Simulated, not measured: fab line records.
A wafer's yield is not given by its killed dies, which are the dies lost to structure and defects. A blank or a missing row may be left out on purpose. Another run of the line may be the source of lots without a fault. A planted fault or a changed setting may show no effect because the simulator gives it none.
Struck lot and sound lot, side by side :: flow nand harc :: 40 out of 1302 route steps
Sound: the wafers L860.1, L860.3, L860.4. The struck wafers were L865.4, L865.5, L865.6. At the end, the cause is stated.
Each step with rows lists, per side, the tool, then ch with its chambers, then its first start. Under that, the readings that differ: sound wafers :: struck wafers :: difference of the means :: sigmas: that difference in standard deviations of wafers without a fault.
alike: readings whose means differ by less than 2 such deviations, and words and numbers that are the same on both sides. not compared: withheld readings, readings that some wafer has no value for, bounds like >300 that may hide the same value, and numbers for which the record gives no deviation and whose values overlap.
A row with sigmas, a row that says differs or no value, or rows on one side alone: a step with any of these is where the two part. Numbers that don't overlap but have no deviation are shown without sigmas and don't part them. A reading that every wafer of one side lacks parts them only if that side has two wafers or more.

NHARC_P_CONTACT_OVL_MEAS_13:
  sound: overlay-02 at day 10 17:59; struck: overlay-01 at day 13 00:58
reading: overlay y nm (nm)
sound: -2.2 -2.1 -1.8
struck: 0.2 0.2 0.5
difference: +2.3
sigmas: +2
  alike: overlay x nm
NHARC_P_CONTACT_INSPECT_14:
  sound: defect inspect-02 at day 10 18:01; struck: defect inspect-02 at day 13 01:01
reading: raw defect count
sound: 8 13 12
struck: 4 4 3
difference: -7
sigmas: -3
then, 6 steps without rows for these wafers: NHARC_P_CONTACT_DESCUM_17 (chemistry O2, time 3 s); NHARC_P_CONTACT_ETCH_35 (etches the open film in CF4, target depth 39 nm, time 65 s); NHARC_P_CONTACT_ETCH_36 (etches the open film in N2/H2, target depth 260 nm, time 406.25 s); NHARC_P_CONTACT_ETCH_18 (etches the open film in C4F8/O2/Ar, target depth 481 nm, time 240.5 s); NHARC_P_CONTACT_STRIP_37 (strips in C4F8/O2/Ar); NHARC_P_CONTACT_ETCH_31 (etches the open film in CH3F/O2, target depth 30 nm, time 85.7 s).
NHARC_P_CONTACT_CD_MEAS_19:
  sound: cd sem-01 at day 10 18:59; struck: cd sem-03 at day 13 01:57
  alike: cd nm
then, 3 steps without rows for these wafers: NHARC_P_CONTACT_STRIP_28 (strips in O2); NHARC_P_CONTACT_STRIP_29 (strips in post etch residue remover, time 1200 s); NHARC_P_CONTACT_DEGAS_38 (time 60 s).
NHARC_P_CONTACT_PRE_CLEAN_39: time 19.5 s.
  sound: pvd sputter-02 at day 10 19:45; struck: pvd sputter-03 at day 13 02:45
then, 15 steps without rows for these wafers: NHARC_P_CONTACT_PVD_32 (deposits Ti, target thk 5 nm, time 17.7 s); NHARC_P_CONTACT_ALD_22 (deposits TiN, target thk 3 nm, pulse time 1 s, ald cycles 150); NHARC_P_CONTACT_CVD_23 (deposits W, target thk 200 nm, time 557 s); NHARC_P_CONTACT_CMP_24 (polishes, t overpolish 30 s, target thk 200 nm); NHARC_P_CONTACT_SRD_26; NHARC_P_M0_DEP_00 (deposits SiOC, target thk 150 nm); NHARC_P_M0_DEHYDRATE_01 (time 120 s); NHARC_P_M0_HMDS_02 (time 30 s); NHARC_P_M0_COAT_33 (time 65 s); NHARC_P_M0_COAT_03 (resist thk 90 nm); NHARC_P_M0_SOFTBAKE_04 (time 55 s); NHARC_P_M0_EBR_05; NHARC_P_M0_EXPOSE_06 (exposes mask P M0, target cd 90 nm); NHARC_P_M0_PEB_07 (peb time 65 s); NHARC_P_M0_DEVELOP_08 (develop time 35 s).
NHARC_P_M0_CD_MEAS_09: target cd 90 nm.
  sound on cd sem-02 ch 0, day 10 22:31; struck on cd sem-02 ch 0, day 13 05:04
  alike: cd nm
NHARC_P_M0_OVL_MEAS_10: pitch 180 nm.
  sound: overlay-01 at day 10 22:36; struck: overlay-01 at day 13 05:09
  alike: overlay x nm, overlay y nm
then, 1 step without rows for these wafers: NHARC_P_M0_DESCUM_14 (chemistry O2, time 3 s).
NHARC_P_M0_ETCH_34: etches the open film in N2/H2, target depth 40 nm, overetch 12 nm, time 43.94 s.
  sound on rie diel-07 ch 0,1,3, day 10 22:47; struck on rie diel-07 ch 1,2,3, day 13 05:20
  alike: drypump motor current A, mfc ar sccm, oes product au, rf vpp V, showerhead plenum p Torr, throttle valve pct
  not compared: rf hours counter h
NHARC_P_M0_ETCH_15: etches the open film in C4F8/Ar, target depth 150 nm, overetch 15 nm, time 82.5 s.
  sound on rie diel-07 ch 0,1,3; struck on rie diel-07 ch 1,2
  alike: oes product au, rf vpp V
  not compared: rf hours counter h
NHARC_P_M0_CD_MEAS_16:
  sound: cd sem-01 at day 10 23:00; struck: cd sem-03 at day 13 05:33
  alike: cd nm
NHARC_P_M0_STRIP_18: strips in N2/H2.
  sound on rie diel-07 ch 0,1,2, day 10 23:04; struck on rie diel-04 ch 0,1,2, day 13 05:42
  alike: drypump motor current A, mfc ar sccm, oes product au, rf vpp V, showerhead plenum p Torr, throttle valve pct
  not compared: rf hours counter h
then, 2 steps without rows for these wafers: NHARC_P_M0_STRIP_19 (strips in post etch residue remover, time 600 s); NHARC_P_M0_DEGAS_28 (time 60 s).
NHARC_P_M0_PRE_CLEAN_29: time 30 s.
  sound on pvd sputter-03; struck on pvd sputter-02
  alike: heater power w
NHARC_P_M0_PVD_20: deposits TaN, target thk 5 nm, time 8.06 s.
  sound on pvd sputter-03; struck on pvd sputter-02
  alike: substrate temp c, throttle valve pct
-- jump in the record: it breaks off in module P_M0 and resumes in module END (first step shown: number 1302 of the route), and 18 days separate the struck wafers' starts before and after --
NHARC_END_SORT_01:
  here the record holds rows for the struck wafers (prober-02 ch 0, day 31 17:25) but none for the sound ones

WHERE THEY PART
At NHARC_P_CONTACT_OVL_MEAS_13 first; at NHARC_END_SORT_01 last (within this record only).

WHY: what the simulator had put in
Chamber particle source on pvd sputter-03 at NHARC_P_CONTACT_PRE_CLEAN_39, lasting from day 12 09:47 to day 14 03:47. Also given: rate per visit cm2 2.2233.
